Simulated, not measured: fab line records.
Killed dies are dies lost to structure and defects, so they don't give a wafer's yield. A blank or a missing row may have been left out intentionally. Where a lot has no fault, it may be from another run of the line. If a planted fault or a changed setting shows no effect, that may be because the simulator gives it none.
Commonality check across tools -- flow nandHarc -- 12 lots, 36 wafers sampled

== THE REASON FOR OPENING IT ==
Flagged at NHARC_P_ZERO_WELL_CD_MEAS_24: reading cdNm, on 1 of 12 lots. Fault-free wafers read 720.6 nm, with a standard deviation of 1.1.
Rule: a lot gets a flag if all its wafers with a number sit over 4 standard deviations from that mean, or if no wafer of it has a number. All remaining lots are regarded as sound.

lot,measured,on,"cdNm (nm), wafer by wafer",flag
L614,day 1 22:36,cdSem-01,720.5 721.8 721.6,
L615,day 2 08:43,cdSem-03,719.7 720.7 719.2,
L616,day 2 18:36,cdSem-02,719.9 719.9 720.1,
L617,day 3 04:41,cdSem-01,721.1 720.2 721.4,
L619,day 4 00:34,cdSem-02,721.3 720.4 721.7,
L621,day 4 21:01,cdSem-01,720.8 718.5 718.9,
L622,day 5 06:43,cdSem-02,721.7 720.2 721.1,
L627,day 7 08:27,cdSem-02,715.9 715.8 714.9,FLAGGED
L630,day 8 14:36,cdSem-03,722.0 720.3 720.5,
L635,day 10 16:45,cdSem-02,720.7 721.0 719.3,
L636,day 11 02:29,cdSem-03,720.9 721.1 721.9,
L637,day 11 12:34,cdSem-01,720.1 720.4 719.0,
Average over the flagged lots: 715.5 nm; offset from the usual -5.1 nm, equal to -5 standard deviations.

== WHICH TOOL RAN EACH LOT ==
The record holds 1 process step before the reading, out of a route of 1302 steps. Each cell gives the tool, then ch followed by the chambers the sampled wafers passed through, then the start.
lot,flag,NHARC_P_ZERO_WELL_EXPOSE_21
L614,,"krfScanner-04 ch 0, day 1 22:26"
L615,,"krfScanner-04 ch 0, day 2 08:34"
L616,,"krfScanner-02 ch 0, day 2 18:26"
L617,,"krfScanner-04 ch 0, day 3 04:32"
L619,,"krfScanner-04 ch 0, day 4 00:25"
L621,,"krfScanner-03 ch 0, day 4 20:52"
L622,,"krfScanner-04 ch 0, day 5 06:34"
L627,FLAGGED,"krfScanner-04 ch 0, day 7 08:18"
L630,,"krfScanner-03 ch 0, day 8 14:26"
L635,,"krfScanner-03 ch 0, day 10 16:36"
L636,,"krfScanner-03 ch 0, day 11 02:20"
L637,,"krfScanner-04 ch 0, day 11 12:24"
These steps, and what they do:
- NHARC_P_ZERO_WELL_EXPOSE_21: exposes mask P NWELL, target cd 720 nm.
- NHARC_P_ZERO_WELL_CD_MEAS_24: target cd 720 nm.

== FLAGGED AGAINST TOTAL, ONE TOOL AT A TIME (gauges that did the reading follow at the end) ==
step,tool,lots run,flagged,share of the flagged lots,sound lots run after its first flagged lot
NHARC_P_ZERO_WELL_EXPOSE_21,krfScanner-02,1,0,none,-
NHARC_P_ZERO_WELL_EXPOSE_21,krfScanner-03,4,0,none,-
NHARC_P_ZERO_WELL_EXPOSE_21,krfScanner-04,7,1,all,1 (L637)
NHARC_P_ZERO_WELL_CD_MEAS_24,cdSem-01,4,0,none,-
NHARC_P_ZERO_WELL_CD_MEAS_24,cdSem-02,5,1,all,1 (L635)
NHARC_P_ZERO_WELL_CD_MEAS_24,cdSem-03,3,0,none,-

== WHAT THE TABLE ALLOWS ==
Rows of the table that ran all the flagged lots, 2 in number: krfScanner-04 at NHARC_P_ZERO_WELL_EXPOSE_21; cdSem-02 at NHARC_P_ZERO_WELL_CD_MEAS_24.
- krfScanner-04 at NHARC_P_ZERO_WELL_EXPOSE_21: 1 of its 7 lots flagged. Sound lots followed the first flagged one (L637) on it, something a lasting fault affecting the whole tool could not allow.
- cdSem-02 at NHARC_P_ZERO_WELL_CD_MEAS_24: 1 of its 5 lots flagged. Sound lots followed the first flagged one (L635) on it, something a lasting fault affecting the whole tool could not allow.
Not one row of the table ran every flagged lot while running no sound lot after the first.

== WHAT WAS PUT IN BY THE SIMULATOR ==
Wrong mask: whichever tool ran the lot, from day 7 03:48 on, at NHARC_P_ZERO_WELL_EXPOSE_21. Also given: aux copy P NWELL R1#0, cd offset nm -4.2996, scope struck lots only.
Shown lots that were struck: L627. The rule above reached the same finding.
